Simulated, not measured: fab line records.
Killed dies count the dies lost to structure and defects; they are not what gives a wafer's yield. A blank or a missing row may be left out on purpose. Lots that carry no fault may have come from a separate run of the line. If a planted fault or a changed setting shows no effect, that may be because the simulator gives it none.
Split-lot study | flow n5 finfet | 21 wafers read across 7 lots, on a route 1938 steps long

== THE SPLIT ITSELF ==
At N5_BEOL_M13_ETCH_59 (etches BARC in N2/H2, target depth 89 nm, overetch 26.7 nm, time 67.9 s), the setting time s was moved away from the recipe's 67.9 s on 8 of the 21 wafers read, by -13.8% to +20.5%. For the rest of the wafers, this setting stayed at what the recipe calls for.

No step appears in the file between the split and the reading.

== THE READING ==
coat_of_BEOL_M13_COAT_04.thk nm (the simulator's own value, which no gauge read), in nm, at N5_BEOL_M13_VIA_ETCH_16 (etches SiOC in C4F8/O2/Ar, target depth 921.7 nm). There is no usual value for it anywhere in the file. Average 70.4 nm, standard deviation 3 nm, over the 13 wafers here run with the recipe.

wafer  | tool, chamber at the split | time s as run, s | against the recipe | coat_of_BEOL_M13_COAT_04.thk nm, nm | against lot-mates on the recipe
L081.1 | rie diel-02, 3             | 67.9             | recipe             | 74.6                                | -
L081.2 | rie diel-02, 1             | 67.9             | recipe             | 74.2                                | -
L081.6 | rie diel-02, 1             | 67.9             | recipe             | 68.8                                | -
L083.1 | rie diel-01, 3,0           | 80.7             | +18.9%             | 60.8                                | -11.6
L083.2 | rie diel-01, 3,0           | 80.7             | +18.9%             | 61.2                                | -11.2
L083.4 | rie diel-01, 2             | 67.9             | recipe             | 72.4                                | -
L088.1 | rie diel-02, 1             | 67.9             | recipe             | 75.6                                | -
L088.5 | rie diel-02, 3             | 80.07            | +17.9%             | 53.4                                | -22.2
L088.6 | rie diel-02, 0             | 80.07            | +17.9%             | 58.8                                | -16.8
L090.2 | rie diel-06, 1             | 78.75            | +16.0%             | 56.6                                | -11.9
L090.3 | rie diel-06, 0             | 67.9             | recipe             | 71.8                                | -
L090.4 | rie diel-06, 2             | 67.9             | recipe             | 65.2                                | -
L091.2 | rie diel-01, 1             | 58.54            | -13.8%             | 84.4                                | +14.4
L091.3 | rie diel-01, 3             | 67.9             | recipe             | 70                                  | -
L091.5 | rie diel-01, 1             | 58.54            | -13.8%             | 78                                  | +8.0
L093.2 | rie diel-01, 2             | 81.82            | +20.5%             | 60                                  | -9.5
L093.3 | rie diel-01, 1             | 67.9             | recipe             | 70.4                                | -
L093.4 | rie diel-01, 0             | 67.9             | recipe             | 68.6                                | -
L092.3 | rie diel-01, 3             | 67.9             | recipe             | 67.2                                | -
L092.6 | rie diel-01, 2             | 67.9             | recipe             | 67.2                                | -
L092.4 | rie diel-01, 2             | 67.9             | recipe             | 69.2                                | -
Rows listing several chambers each stand for several wafers; the file does not say which wafer went through which chamber.

FIT RESULTS
A straight line over all 21 wafers: coat_of_BEOL_M13_COAT_04.thk nm changes by -0.672 nm for each +1% of time s; r = -0.90; the points scatter about the line by 3.3 nm.
The same after taking each lot's own level away (the mean of its wafers on the recipe; 21 wafers): -0.76 nm for each +1%; r = -0.92; scatter 3.3 nm.
The reading moves by 16 nm for the largest change in time s, on that fit.
Across the lots, their own levels run from 67.87 to 75.60 nm, a range of 2.5 times the standard deviation given above.
Thus the slope moves with the lot-to-lot level: the two fits are different.
Check: -16.8 nm against its lot-mates is what the line predicts for one of the wafers moved furthest among these (+20.5%) when that wafer is left out of the fit. Against them it came out at -9.5 nm.

== THE OTHER SPLITS THESE WAFERS WENT THROUGH ==
These wafers also went through other splits before the reading. Each is held against what the fit with the lots' levels taken away leaves over:
other split on the same wafers | wafers away from the commonest value | r with coat_of_BEOL_M13_COAT_04.thk nm (lot level and that fit taken away)
N5_BEOL_M12_COAT_04 spin rpm   | 7                                    | +0.08
N5_BEOL_M13_EXPOSE_07 dose mj  | 6                                    | +0.20

== THE WHOLE CHAIN: every reading that the file lists as answering this split, in the file's order ==
step                    | what it does                                                            | reading                                                                          | change (the file's fit)               | r (the file's)
N5_BEOL_M13_ETCH_59     | etches BARC in N2/H2, target depth 89 nm, overetch 26.7 nm, time 67.9 s | coat_of_BEOL_M13_COAT_04.thk nm (the simulator's own value, which no gauge read) | -0.678 nm for each +1% of the setting | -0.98
N5_BEOL_M13_VIA_ETCH_16 | etches SiOC in C4F8/O2/Ar, target depth 921.7 nm                        | coat_of_BEOL_M13_COAT_04.thk nm (the simulator's own value, which no gauge read) | -0.716 nm for each +1% of the setting | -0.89
N5_BEOL_M13_STRIP_63    | strips in N2/H2                                                         | strip time to endpoint s                                                         | withheld for each +1% of the setting  | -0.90

== FILE'S OWN FIT ==
coat_of_BEOL_M13_COAT_04.thk nm changes by -0.716 nm for each +1% of time s, r = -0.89.
